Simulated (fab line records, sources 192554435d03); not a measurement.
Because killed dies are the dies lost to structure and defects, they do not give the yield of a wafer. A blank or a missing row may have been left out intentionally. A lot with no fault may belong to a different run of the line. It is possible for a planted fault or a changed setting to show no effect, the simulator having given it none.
fab line records    flow n5_finfet
record: lots: 7  wafers: 39
route steps=1938 shown BEOL_M7@1308 BEOL_M9@1401
start_h: the number of hours between the record's first day and the start of the first shown wafer of the lot    wait_h: how many hours have passed since the lot's step before this one    " unchanged from the row above    L1.1+2: one row covering several wafers at once    - value missing, or start not given    * or withheld: withheld    < > ~ a bound
route shown NAME@n: NAME is a module with steps in the file, n the number in the route of the first one    usual: mean/standard deviation taken from wafers without a fault    same: alike in all rows    chamber/n: place in a boat    sites: readings site by site    _std_site: standard deviation across them    _edge_site: outer sites' mean less inner sites'    radius_mm: how far each site lies from the wafer's centre    mask NAME#n: copy n    behind: the last tool/chamber to shape the wafer    hold: cause of the lot's hold/its duration in hours/its outcome    device: the transistor (n, p or np) that didn't switch    end of line: at the end of the route, the tests of the same wafers    a step given without rows: its recipe and nothing more    killed: not the wafer's yield, but the dies lost to structure and defects at the first sort    map: per-die view of a wafer (x killed, . not killed, _ where there is no die)
set.NAME: the setting the step ran with; set.NAME@STEP: the setting that earlier step ran with    model.NAME: the simulator's own value behind a step, which no gauge read
lots run with intentionally changed settings; tables by step, rows by wafer
== steps ==
step: N5_BEOL_M7_TRENCH_ETCH_37
recipe: chemistry: C4F6/O2  target_depth_a: 934.78  target: SiCOH_lowk  time_s: 31.2  ion_energy_ev: 250  pressure_mtorr: 30  source_w: 345  bias_w: 185  Ar_flow_sccm: 300  C4F6_flow_sccm: 10  O2_flow_sccm: 10
lot.wafer  tool         chamber  start_h  wait_h  set.time_s  model.BEOL_M7.feature_depth_nm  model.etch.depth_nm  model.TiN_of_BEOL_M7_HM_DEP_02.thk_nm
L074.1     rie_diel-06  1        -        -       31.2        90.6                            90.53                17.6
L074.2     "            3        "        "       14.22       43.6                            43.65                19.2
L074.3     "            2        "        "       31.2        91                              90.92                17.6
L074.4     "            0        "        "       31.2        92.6                            92.5                 17.4
L074.5     "            1        "        "       14.22       41.6                            41.62                19
L074.6     "            0        "        "       14.22       42.2                            42.28                18.8
L087.1     rie_diel-03  1        -        -       31.2        94.2                            94.11                17.6
L087.2     "            3        "        "       31.2        93.8                            93.88                17.6
L087.3     "            0        "        "       31.2        93.4                            93.47                17.4
L087.4     "            2        "        "       31.2        93                              93.01                17.6
L087.5     "            2        "        "       31.2        94                              93.9                 17.4
L087.6     "            3        "        "       31.2        94.4                            94.44                17.6
L088.1     rie_diel-03  1        -        -       31.2        94                              93.94                16.8
L088.5     "            1        "        "       31.2        94.2                            94.2                 17.2
L088.6     "            2        "        "       31.2        93.6                            93.56                17
L089.1     rie_diel-06  2        -        -       31.2        90.4                            90.3                 17.6
L089.2     "            3        "        "       31.2        93.6                            93.57                17.4
L089.3     "            1        "        "       31.2        89.6                            89.59                17.4
L089.4     "            2        "        "       31.2        90.8                            90.88                17.4
L089.5     "            1        "        "       31.2        90.4                            90.33                17.8
L089.6     "            3        "        "       31.2        93                              93.01                17.4
L090.1     rie_diel-05  3        -        -       31.2        92.4                            92.37                17.4
L090.2     "            2        "        "       18.61       57.8                            57.8                 18.4
L090.3     "            0        "        "       18.61       57.2                            57.11                18.4
L090.4     "            1        "        "       31.2        93.8                            93.71                17
L090.5     "            1        "        "       31.2        94.8                            94.73                17.2
L090.6     "            0        "        "       18.61       57                              56.92                18.2
L095.1     rie_diel-06  3        -        -       31.2        94.2                            94.28                17.2
L095.2     "            0        "        "       31.2        92.4                            92.39                17.8
L095.3     "            1        "        "       31.2        91.8                            91.76                17.6
L095.4     "            0        "        "       31.2        92.6                            92.56                17.8
L095.5     "            1        "        "       31.2        91.6                            91.65                17.2
L095.6     "            3        "        "       31.2        94.8                            94.79                17.6
L097.1     rie_diel-05  0        -        -       13.28       41                              40.92                19
L097.2     "            1        "        "       31.2        94.8                            94.8                 17.4
L097.3     "            3        "        "       31.2        91.6                            91.57                17.4
L097.4     "            2        "        "       31.2        96.8                            96.84                17.4
L097.5     "            0        "        "       13.28       40.6                            40.57                18.8
L097.6     "            1        "        "       13.28       40                              39.98                19
step: N5_BEOL_M7_ETCH_41
recipe: chemistry: CH3F/O2  target: SiCN  target_depth_a: 319  taper_deg: 2  time_s: 57.8  ion_energy_ev: 120  mask_material: TiN  pressure_mtorr: 30  source_w: 395  bias_w: 75  Ar_flow_sccm: 150  CH3F_flow_sccm: 30  O2_flow_sccm: 20
step: N5_BEOL_M7_STRIP_80
recipe: chemistry: N2/H2  time_s: 10  power_w: 450  temp_c: 40  pressure_mtorr: 20  rf_frequency_hz: 6e+07  bias_power_w: 7  n2_flow_sccm: 200  h2_flow_sccm: 200
step: N5_BEOL_M7_OCD_MEAS_38
usual: trench_depth_nm: 93.9/1.8
lot.wafer  tool    chamber  start_h  wait_h  set.time_s@BEOL_M7_TRENCH_ETCH_37  trench_depth_nm
L074.1     ocd-01  -        191.49   -       31.2                               90.7
L074.2     "       -        "        "       14.22                              43.8
L074.3     "       -        "        "       31.2                               90.3
L074.4     "       -        "        "       31.2                               92.8
L074.5     "       -        "        "       14.22                              41.9
L074.6     "       -        "        "       14.22                              42.3
L087.1     ocd-02  -        267.87   -       31.2                               93.9
L087.2     "       -        "        "       31.2                               94.5
L087.3     "       -        "        "       31.2                               93.5
L087.4     "       -        "        "       31.2                               93.3
L087.5     "       -        "        "       31.2                               93.5
L087.6     "       -        "        "       31.2                               94.4
L088.1     ocd-01  -        271.71   -       31.2                               94.4
L088.5     "       -        "        "       31.2                               93.9
L088.6     "       -        "        "       31.2                               93.6
L089.1     ocd-02  -        271.75   -       31.2                               90.2
L089.2     "       -        "        "       31.2                               93.5
L089.3     "       -        "        "       31.2                               89.5
L089.4     "       -        "        "       31.2                               90.4
L089.5     "       -        "        "       31.2                               90.2
L089.6     "       -        "        "       31.2                               93.2
L090.1     ocd-02  -        293.55   -       31.2                               92.2
L090.2     "       -        "        "       18.61                              57.3
L090.3     "       -        "        "       18.61                              57.3
L090.4     "       -        "        "       31.2                               94.0
L090.5     "       -        "        "       31.2                               94.3
L090.6     "       -        "        "       18.61                              57.1
L095.1     ocd-01  -        317.40   -       31.2                               93.8
L095.2     "       -        "        "       31.2                               92.5
L095.3     "       -        "        "       31.2                               92.1
L095.4     "       -        "        "       31.2                               91.8
L095.5     "       -        "        "       31.2                               91.6
L095.6     "       -        "        "       31.2                               95.0
L097.1     ocd-01  -        327.51   -       13.28                              41.1
L097.2     "       -        "        "       31.2                               95.0
L097.3     "       -        "        "       31.2                               91.9
L097.4     "       -        "        "       31.2                               96.7
L097.5     "       -        "        "       13.28                              40.2
L097.6     "       -        "        "       13.28                              40.0
step: N5_BEOL_M7_HM_STRIP_39
recipe: chemistry: peroxide_tin_strip  material: TiN  target_depth_a: 250  temp_c: 50  time_s: 158
step: N5_BEOL_M7_SRD_40
recipe: time_s: 30  temp_c: 23  rinse_liquid: diw  dry: ipa_marangoni
step: N5_BEOL_M7_ECD_50
recipe: material: Cu  target_thk_a: 3000
step: N5_BEOL_M7_ANNEAL_51
recipe: temp_c: 225  time_s: 90  ambient: N2
step: N5_BEOL_M7_CMP_52
recipe: stop_on: SiCOH_lowk  t_overpolish_s: 6.9  down_force_psi: 1  platen_rpm: 50  clearing_platen_down_force_psi: 1.5  clearing_platen_rpm: 50  post_cmp_clean: cu_alkaline  target_thk_nm: 80  clearing_platen_pad_velocity_m_s: 0.99484  pad_velocity_m_s: 0.99484
lot.wafer  tool    chamber  start_h  wait_h  set.time_s@BEOL_M7_TRENCH_ETCH_37  model.Cu_of_BEOL_M7_ECD_50.thk_nm
L074.3     cmp-04  3        194.47   0.2     31.2                               74.4
L074.2     "       0        "        "       14.22                              29.8
L074.4     "       1        "        "       31.2                               76.8
L074.1     "       2        "        "       31.2                               76.2
L074.5     "       3        "        "       14.22                              27.6
L074.6     "       0        "        "       14.22                              28
L087.1     cmp-01  2        270.63   0.3     31.2                               82
L087.4     "       3        "        "       31.2                               79.4
L087.2     "       0        "        "       31.2                               79.8
L087.3     "       1        "        "       31.2                               81.2
L087.5     "       2        "        "       31.2                               80.6
L087.6     "       3        "        "       31.2                               80.8
L088.1     cmp-02  1        275.64   0.4     31.2                               82.6
L088.5     "       2        "        "       31.2                               80.8
L088.6     "       3        "        "       31.2                               81
L089.2     cmp-01  2        275.67   0.3     31.2                               80.8
L089.1     "       3        "        "       31.2                               77.8
L089.3     "       0        "        "       31.2                               76.6
L089.4     "       1        "        "       31.2                               78.6
L089.6     "       2        "        "       31.2                               79.8
L089.5     "       3        "        "       31.2                               76.2
L090.3     cmp-01  1        295.60   0.2     18.61                              44.6
L090.2     "       2        "        "       18.61                              45
L090.1     "       3        "        "       31.2                               78.4
L090.4     "       0        "        "       31.2                               80.2
L090.6     "       1        "        "       18.61                              42.8
L090.5     "       2        "        "       31.2                               81.2
L095.4     cmp-04  3        319.94   0.1     31.2                               79.2
L095.1     "       0        "        "       31.2                               81.2
L095.3+5   "       1,3      "        "       31.2                               77.4
L095.2     "       2        "        "       31.2                               77.8
L095.6     "       0        "        "       31.2                               81
L097.1     cmp-01  1        329.97   0.3     13.28                              29.6
L097.4     "       2        "        "       31.2                               83.4
L097.2     "       3        "        "       31.2                               82
L097.3     "       0        "        "       31.2                               78.2
L097.6     "       1        "        "       13.28                              28.4
L097.5     "       2        "        "       13.28                              27.8
step: N5_BEOL_M7_THK_MEAS_53
recipe: thk_meas_gauge: xrf  reads: Cu_of_BEOL_M7_ECD_50
usual: M7_THK: 81.1/2.2
lot.wafer  tool           chamber  start_h  wait_h  set.time_s@BEOL_M7_TRENCH_ETCH_37  M7_THK[nm]
L074.1     film_metro-01  -        194.77   -       31.2                               76.3
L074.2     "              -        "        "       14.22                              29.7
L074.3     "              -        "        "       31.2                               74.6
L074.4     "              -        "        "       31.2                               76.8
L074.5     "              -        "        "       14.22                              27.6
L074.6     "              -        "        "       14.22                              27.9
L087.1     film_metro-02  -        270.92   -       31.2                               83.3
L087.2     "              -        "        "       31.2                               80.9
L087.3     "              -        "        "       31.2                               81.7
L087.4     "              -        "        "       31.2                               80.2
L087.5     "              -        "        "       31.2                               81.6
L087.6     "              -        "        "       31.2                               81.9
L088.1     film_metro-02  -        275.82   -       31.2                               83.6
L088.5     "              -        "        "       31.2                               81.5
L088.6     "              -        "        "       31.2                               81.6
L089.1     film_metro-02  -        275.97   -       31.2                               78.6
L089.2     "              -        "        "       31.2                               82.0
L089.3     "              -        "        "       31.2                               77.2
L089.4     "              -        "        "       31.2                               79.2
L089.5     "              -        "        "       31.2                               77.2
L089.6     "              -        "        "       31.2                               80.6
L090.1     film_metro-02  -        295.90   -       31.2                               79.3
L090.2     "              -        "        "       18.61                              45.3
L090.3     "              -        "        "       18.61                              45.3
L090.4     "              -        "        "       31.2                               81.5
L090.5     "              -        "        "       31.2                               82.5
L090.6     "              -        "        "       18.61                              43.4
L095.1     film_metro-02  -        320.23   -       31.2                               82.7
L095.2     "              -        "        "       31.2                               79.5
L095.3     "              -        "        "       31.2                               79.2
L095.4     "              -        "        "       31.2                               80.5
L095.5     "              -        "        "       31.2                               78.6
L095.6     "              -        "        "       31.2                               83.0
L097.1     film_metro-02  -        330.27   -       13.28                              29.7
L097.2     "              -        "        "       31.2                               82.2
L097.3     "              -        "        "       31.2                               78.6
L097.4     "              -        "        "       31.2                               83.5
L097.5     "              -        "        "       13.28                              27.8
L097.6     "              -        "        "       13.28                              28.4
step: N5_BEOL_M7_PRE_CLEAN_55
recipe: gas: NH3  time_s: 15  temp_c: withheld  rf_power_w: 300
step: N5_BEOL_M7_DEP_56
recipe: material: SiCN  target_thk_a: 100  temp_c: withheld  precursor: 3MS/NH3  pressure_torr: 3  rf_w: 202  time_s: 17.5
step: N5_BEOL_M7_RS_MEAS_57
recipe: thk_meas_gauge: four-point-probe  reads: Cu_of_BEOL_M7_ECD_50+Co_of_BEOL_M7_CVD_78+TaN_of_BEOL_M7_ALD_77
usual: M7_RS: 0.283/0.0092
lot.wafer  tool           chamber  start_h  wait_h  set.time_s@BEOL_M7_TRENCH_ETCH_37  M7_RS[ohm/sq]
L074.1     film_metro-02  -        194.90   0.1     31.2                               0.303
L074.2     "              -        "        "       14.22                              0.995
L074.3     "              -        "        "       31.2                               0.312
L074.4     "              -        "        "       31.2                               0.301
L074.5     "              -        "        "       14.22                              1.102
L074.6     "              -        "        "       14.22                              1.084
L087.1     film_metro-02  -        271.05   0.1     31.2                               0.278
L087.2     "              -        "        "       31.2                               0.287
L087.3     "              -        "        "       31.2                               0.281
L087.4     "              -        "        "       31.2                               0.288
L087.5     "              -        "        "       31.2                               0.284
L087.6     "              -        "        "       31.2                               0.283
L088.1     film_metro-02  -        275.96   0.1     31.2                               0.275
L088.5     "              -        "        "       31.2                               0.283
L088.6     "              -        "        "       31.2                               0.282
L089.1     film_metro-02  -        276.10   0.1     31.2                               0.296
L089.2     "              -        "        "       31.2                               0.283
L089.3     "              -        "        "       31.2                               0.301
L089.4     "              -        "        "       31.2                               0.292
L089.5     "              -        "        "       31.2                               0.303
L089.6     "              -        "        "       31.2                               0.288
L090.1     film_metro-02  -        296.03   0.1     31.2                               0.293
L090.2     "              -        "        "       18.61                              0.580
L090.3     "              -        "        "       18.61                              0.586
L090.4     "              -        "        "       31.2                               0.286
L090.5     "              -        "        "       31.2                               0.281
L090.6     "              -        "        "       18.61                              0.618
L095.1     film_metro-01  -        320.36   0.1     31.2                               0.281
L095.2     "              -        "        "       31.2                               0.296
L095.3     "              -        "        "       31.2                               0.297
L095.4     "              -        "        "       31.2                               0.289
L095.5     "              -        "        "       31.2                               0.298
L095.6     "              -        "        "       31.2                               0.282
L097.1     film_metro-01  -        330.40   0.1     13.28                              1.000
L097.2     "              -        "        "       31.2                               0.278
L097.3     "              -        "        "       31.2                               0.293
L097.4     "              -        "        "       31.2                               0.272
L097.5     "              -        "        "       13.28                              1.090
L097.6     "              -        "        "       13.28                              1.057
step: N5_BEOL_M9_ILD_DEP_00
recipe: material: SiCOH_lowk  target_thk_a: 3085.1  temp_c: 300  precursor: DEMS/porogen  pressure_torr: 5  rf_w: 500  time_s: 58
lot.wafer  tool      chamber  start_h  wait_h  set.time_s  model.SiCOH_lowk_of_BEOL_M9_ILD_DEP_00.thk_nm
L074.1     pecvd-02  0        202.34   0.0     58          306
L074.2     "         2        "        "       25.13       136.8
L074.3     "         2        "        "       25.13       138.4
L074.4     "         0        "        "       25.13       135.2
L074.5     "         2        "        "       58          307.2
L074.6     "         0        "        "       58          308.2
L087.1     pecvd-01  2        278.49   0.0     58          307.2
L087.2     "         0        "        "       58          305.2
L087.3     "         1        "        "       58          299
L087.4     "         0        "        "       58          308.8
L087.5     "         2        "        "       58          310.6
L087.6     "         1        "        "       58          304.6
L088.1     pecvd-01  1        285.10   0.0     58          305.2
L088.5     "         2        "        "       58          313
L088.6     "         0        "        "       58          307.4
L089.1     pecvd-03  2        285.27   0.0     58          312
L089.2     "         0        "        "       35.37       191.6
L089.3     "         1        "        "       35.37       192.4
L089.4     "         2        "        "       58          312.8
L089.5     "         0        "        "       35.37       197.4
L089.6     "         1        "        "       58          307.6
L090.1     pecvd-02  2        301.56   0.0     39.88       208
L090.2     "         1        "        "       58          305.4
L090.3     "         0        "        "       58          305.8
L090.4     "         1        "        "       39.88       214.4
L090.5     "         2        "        "       58          307.6
L090.6     "         0        "        "       39.88       214.2
L095.1     pecvd-03  0        329.83   0.0     58          308.6
L095.2     "         2        "        "       40.82       216
L095.3     "         1        "        "       58          308
L095.4     "         1        "        "       40.82       221.2
L095.5     "         0        "        "       58          314
L095.6     "         2        "        "       40.82       216.6
L097.1     pecvd-01  1        337.22   0.0     58          300
L097.2     "         2        "        "       58          307
L097.3     "         1        "        "       58          309.8
L097.4     "         2        "        "       58          310.6
L097.5     "         1        "        "       58          305.8
L097.6     "         2        "        "       58          309
step: N5_BEOL_M9_CURE_71
recipe: temp_c: 385  time_s: 240  ambient: He/Ar  material: SiCOH_lowk
lot.wafer  tool        chamber  start_h  wait_h  set.time_s@BEOL_M9_ILD_DEP_00  model.SiCOH_lowk_of_BEOL_M9_ILD_DEP_00.thk_nm
L074.1     uv_cure-01  2        202.45   0.1     58                             265.8
L074.2     "           2        "        "       25.13                          117.6
L074.3     "           2        "        "       25.13                          119
L074.4     "           2        "        "       25.13                          116.2
L074.5     "           2        "        "       58                             266.8
L074.6     "           2        "        "       58                             267.8
L087.1     uv_cure-02  2        278.57   0.0     58                             266.8
L087.2     "           2        "        "       58                             265
L087.3     "           2        "        "       58                             259.6
L087.4     "           2        "        "       58                             268.2
L087.5     "           2        "        "       58                             269.8
L087.6     "           2        "        "       58                             264.6
L088.1     uv_cure-02  1        285.18   0.0     58                             265
L088.5     "           1        "        "       58                             272
L088.6     "           1        "        "       58                             267
L089.1     uv_cure-03  1        285.35   0.0     58                             271
L089.2     "           1        "        "       35.37                          165.4
L089.3     "           1        "        "       35.37                          166
L089.4     "           1        "        "       58                             271.8
L089.5     "           1        "        "       35.37                          170.4
L089.6     "           1        "        "       58                             267.2
L090.1     uv_cure-03  1        301.64   0.0     39.88                          179.6
L090.2     "           1        "        "       58                             265.2
L090.3     "           1        "        "       58                             265.6
L090.4     "           1        "        "       39.88                          185.2
L090.5     "           1        "        "       58                             267.2
L090.6     "           1        "        "       39.88                          185
L095.1     uv_cure-02  0        329.90   0.0     58                             268.2
L095.2     "           0        "        "       40.82                          186.6
L095.3     "           0        "        "       58                             267.6
L095.4     "           0        "        "       40.82                          191.2
L095.5     "           0        "        "       58                             273
L095.6     "           0        "        "       40.82                          187.2
L097.1     uv_cure-02  1        337.33   0.1     58                             260.6
L097.2     "           1        "        "       58                             266.8
L097.3     "           1        "        "       58                             269
L097.4     "           1        "        "       58                             269.8
L097.5     "           1        "        "       58                             265.6
L097.6     "           1        "        "       58                             268.6
step: N5_BEOL_M9_THK_MEAS_01
recipe: reads: SiCOH_lowk_of_BEOL_M9_ILD_DEP_00
usual: M9_ILD_THK: 266/3.3
lot.wafer  tool           chamber  start_h  wait_h  set.time_s@BEOL_M9_ILD_DEP_00  M9_ILD_THK[nm]
L074.1     film_metro-02  -        202.96   0.4     58                             266
L074.2     "              -        "        "       25.13                          118
L074.3     "              -        "        "       25.13                          119
L074.4     "              -        "        "       25.13                          116
L074.5     "              -        "        "       58                             267
L074.6     "              -        "        "       58                             268
L087.1     film_metro-01  -        279.08   0.4     58                             267
L087.2     "              -        "        "       58                             265
L087.3     "              -        "        "       58                             259
L087.4     "              -        "        "       58                             268
L087.5     "              -        "        "       58                             270
L087.6     "              -        "        "       58                             264
L088.1     film_metro-02  -        285.69   0.4     58                             265
L088.5     "              -        "        "       58                             272
L088.6     "              -        "        "       58                             267
L089.1     film_metro-01  -        285.86   0.4     58                             271
L089.2     "              -        "        "       35.37                          165
L089.3     "              -        "        "       35.37                          166
L089.4     "              -        "        "       58                             272
L089.5     "              -        "        "       35.37                          170
L089.6     "              -        "        "       58                             267
L090.1     film_metro-02  -        302.16   0.4     39.88                          180
L090.2     "              -        "        "       58                             265
L090.3     "              -        "        "       58                             266
L090.4     "              -        "        "       39.88                          185
L090.5     "              -        "        "       58                             267
L090.6     "              -        "        "       39.88                          185
L095.1     film_metro-02  -        330.42   0.4     58                             268
L095.2     "              -        "        "       40.82                          187
L095.3     "              -        "        "       58                             268
L095.4     "              -        "        "       40.82                          191
L095.5     "              -        "        "       58                             273
L095.6     "              -        "        "       40.82                          187
L097.1     film_metro-01  -        337.84   0.4     58                             260
L097.2     "              -        "        "       58                             267
L097.3     "              -        "        "       58                             269
L097.4     "              -        "        "       58                             270
L097.5     "              -        "        "       58                             266
L097.6     "              -        "        "       58                             268
== key ==
split: step: N5_BEOL_M7_TRENCH_ETCH_37  setting: time_s  stated: 31.2  by: wafer
response: step: N5_BEOL_M7_TRENCH_ETCH_37  reading: model.BEOL_M7.feature_depth_nm  change: +0.916  per: 1%  r: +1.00
response: step: N5_BEOL_M7_TRENCH_ETCH_37  reading: model.etch.depth_nm  change: +0.915  per: 1%  r: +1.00
response: step: N5_BEOL_M7_TRENCH_ETCH_37  reading: model.TiN_of_BEOL_M7_HM_DEP_02.thk_nm  change: -0.0271  per: 1%  r: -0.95
response: step: N5_BEOL_M7_OCD_MEAS_38  reading: trench_depth_nm  change: +0.914  per: 1%  r: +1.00
response: step: N5_BEOL_M7_CMP_52  reading: model.Cu_of_BEOL_M7_ECD_50.thk_nm  change: +0.893  per: 1%  r: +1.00
response: step: N5_BEOL_M7_THK_MEAS_53  reading: M7_THK  change: +0.899  per: 1%  r: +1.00
response: step: N5_BEOL_M7_RS_MEAS_57  reading: M7_RS  change: -0.0124  per: 1%  r: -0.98
split: step: N5_BEOL_M9_ILD_DEP_00  setting: time_s  stated: 58  by: wafer
response: step: N5_BEOL_M9_ILD_DEP_00  reading: model.SiCOH_lowk_of_BEOL_M9_ILD_DEP_00.thk_nm  change: +3.02  per: 1%  r: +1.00
response: step: N5_BEOL_M9_CURE_71  reading: model.SiCOH_lowk_of_BEOL_M9_ILD_DEP_00.thk_nm  change: +2.65  per: 1%  r: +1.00
response: step: N5_BEOL_M9_THK_MEAS_01  reading: M9_ILD_THK  change: +2.65  per: 1%  r: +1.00
